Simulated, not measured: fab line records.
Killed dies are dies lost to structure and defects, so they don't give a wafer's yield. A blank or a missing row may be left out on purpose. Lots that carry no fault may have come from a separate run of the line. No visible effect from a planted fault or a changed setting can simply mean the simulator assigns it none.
Matching of chambers / flow n5_finfet / N5_BEOL_M7_PECVD_70 on pecvd-02 has 3 sister chambers
The step deposits SiO2 from TEOS/O2, target thk 20 nm, time 22.7 s. 22 wafers are shown with their chamber, then 11 later ones without.

== WAFERS, EACH WITH ITS CHAMBER ==
wafer=L075.2; chamber=2; showerhead_plenum_p_Torr (Torr)=8.76; heater_power_w (W)=636; throttle_valve_pct (%)=22.1
wafer=L075.3; chamber=0; showerhead_plenum_p_Torr (Torr)=8.89; heater_power_w (W)=786; throttle_valve_pct (%)=22.1
wafer=L075.5; chamber=1; showerhead_plenum_p_Torr (Torr)=8.83; heater_power_w (W)=788; throttle_valve_pct (%)=22.4
wafer=L076.1; chamber=1; showerhead_plenum_p_Torr (Torr)=8.83; heater_power_w (W)=831; throttle_valve_pct (%)=22.4
wafer=L076.2; chamber=2; showerhead_plenum_p_Torr (Torr)=8.78; heater_power_w (W)=602; throttle_valve_pct (%)=22.1
wafer=L076.4; chamber=0; showerhead_plenum_p_Torr (Torr)=8.87; heater_power_w (W)=749; throttle_valve_pct (%)=21.9
wafer=L079.4; chamber=2; showerhead_plenum_p_Torr (Torr)=8.77; heater_power_w (W)=622; throttle_valve_pct (%)=21.9
wafer=L079.5; chamber=0; showerhead_plenum_p_Torr (Torr)=8.89; heater_power_w (W)=845; throttle_valve_pct (%)=22.7
wafer=L079.6; chamber=1; showerhead_plenum_p_Torr (Torr)=8.87; heater_power_w (W)=946; throttle_valve_pct (%)=22.4
wafer=L082.1; chamber=1; showerhead_plenum_p_Torr (Torr)=8.83; heater_power_w (W)=858; throttle_valve_pct (%)=22.4
wafer=L082.2; chamber=2; showerhead_plenum_p_Torr (Torr)=8.78; heater_power_w (W)=641; throttle_valve_pct (%)=22.4
wafer=L082.4; chamber=0; showerhead_plenum_p_Torr (Torr)=8.87; heater_power_w (W)=794; throttle_valve_pct (%)=22.5
wafer=L083.1; chamber=0; showerhead_plenum_p_Torr (Torr)=8.89; heater_power_w (W)=810; throttle_valve_pct (%)=22.4
wafer=L083.3; chamber=1; showerhead_plenum_p_Torr (Torr)=8.83; heater_power_w (W)=760; throttle_valve_pct (%)=22.4
wafer=L083.5; chamber=2; showerhead_plenum_p_Torr (Torr)=8.79; heater_power_w (W)=677; throttle_valve_pct (%)=22.3
wafer=L087.4; chamber=1; showerhead_plenum_p_Torr (Torr)=8.84; heater_power_w (W)=802; throttle_valve_pct (%)=22.5
wafer=L087.5; chamber=0; showerhead_plenum_p_Torr (Torr)=8.90; heater_power_w (W)=840; throttle_valve_pct (%)=22.2
wafer=L087.6; chamber=2; showerhead_plenum_p_Torr (Torr)=8.78; heater_power_w (W)=608; throttle_valve_pct (%)=22.4
wafer=L091.1; chamber=1; showerhead_plenum_p_Torr (Torr)=8.85; heater_power_w (W)=795; throttle_valve_pct (%)=22.4
wafer=L091.2; chamber=0; showerhead_plenum_p_Torr (Torr)=8.90; heater_power_w (W)=829; throttle_valve_pct (%)=22.4
wafer=L091.3; chamber=2; showerhead_plenum_p_Torr (Torr)=8.76; heater_power_w (W)=732; throttle_valve_pct (%)=22.2
wafer=L091.4; chamber=1; showerhead_plenum_p_Torr (Torr)=8.83; heater_power_w (W)=812; throttle_valve_pct (%)=22.4

SIGNATURES (averages over the wafers above)
reading=showerhead_plenum_p_Torr; chamber 0=8.8871; chamber 1=8.8387; chamber 2=8.7743; scatter within a chamber=0.013
reading=heater_power_w; chamber 0=807.57; chamber 1=824.00; chamber 2=645.43; scatter within a chamber=47.2
reading=throttle_valve_pct; chamber 0=22.314; chamber 1=22.412; chamber 2=22.200; scatter within a chamber=0.183
Rule: distance of a wafer from a chamber = root of the sum over the readings of ((wafer's reading minus chamber's mean) / reading's scatter) squared. The wafer belongs to the nearest chamber; if the next one is less than 2 further off, it can't be placed. The scatter: the root of (the sum of the squares of (reading less its chamber's mean) over the shown wafers, divided by (wafers less chambers)).

== WAFERS WHOSE CHAMBER IS MISSING ==
wafer=L091.5; showerhead_plenum_p_Torr (Torr)=8.78; heater_power_w (W)=725; throttle_valve_pct (%)=22.2
wafer=L091.6; showerhead_plenum_p_Torr (Torr)=8.87; heater_power_w (W)=810; throttle_valve_pct (%)=22.3
wafer=L094.2; showerhead_plenum_p_Torr (Torr)=8.78; heater_power_w (W)=613; throttle_valve_pct (%)=22.3
wafer=L094.3; showerhead_plenum_p_Torr (Torr)=8.83; heater_power_w (W)=909; throttle_valve_pct (%)=22.5
wafer=L094.4; showerhead_plenum_p_Torr (Torr)=8.79; heater_power_w (W)=619; throttle_valve_pct (%)=22.3
wafer=L095.1; showerhead_plenum_p_Torr (Torr)=8.84; heater_power_w (W)=901; throttle_valve_pct (%)=22.5
wafer=L095.4; showerhead_plenum_p_Torr (Torr)=8.78; heater_power_w (W)=669; throttle_valve_pct (%)=22.5
wafer=L095.5; showerhead_plenum_p_Torr (Torr)=8.82; heater_power_w (W)=894; throttle_valve_pct (%)=22.5
wafer=L097.3; showerhead_plenum_p_Torr (Torr)=8.87; heater_power_w (W)=838; throttle_valve_pct (%)=22.1
wafer=L097.4; showerhead_plenum_p_Torr (Torr)=8.78; heater_power_w (W)=699; throttle_valve_pct (%)=22.8
wafer=L097.5; showerhead_plenum_p_Torr (Torr)=8.80; heater_power_w (W)=692; throttle_valve_pct (%)=22.6

== EACH ONE'S CHAMBER ==
wafer=L091.5; from the rows above=2; in truth=2
wafer=L091.6; from the rows above=can't be placed: 0 or 1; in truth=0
wafer=L094.2; from the rows above=2; in truth=2
wafer=L094.3; from the rows above=1; in truth=1
wafer=L094.4; from the rows above=2; in truth=2
wafer=L095.1; from the rows above=1; in truth=1
wafer=L095.4; from the rows above=2; in truth=2
wafer=L095.5; from the rows above=1; in truth=1
wafer=L097.3; from the rows above=can't be placed: 0 or 1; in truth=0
wafer=L097.4; from the rows above=2; in truth=2
wafer=L097.5; from the rows above=can't be placed: 2 or 1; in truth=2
8 of 11 placed correctly. From these rows, 3 cannot be placed; in 3 the true chamber is one of the candidates. Placed wrongly: 0.
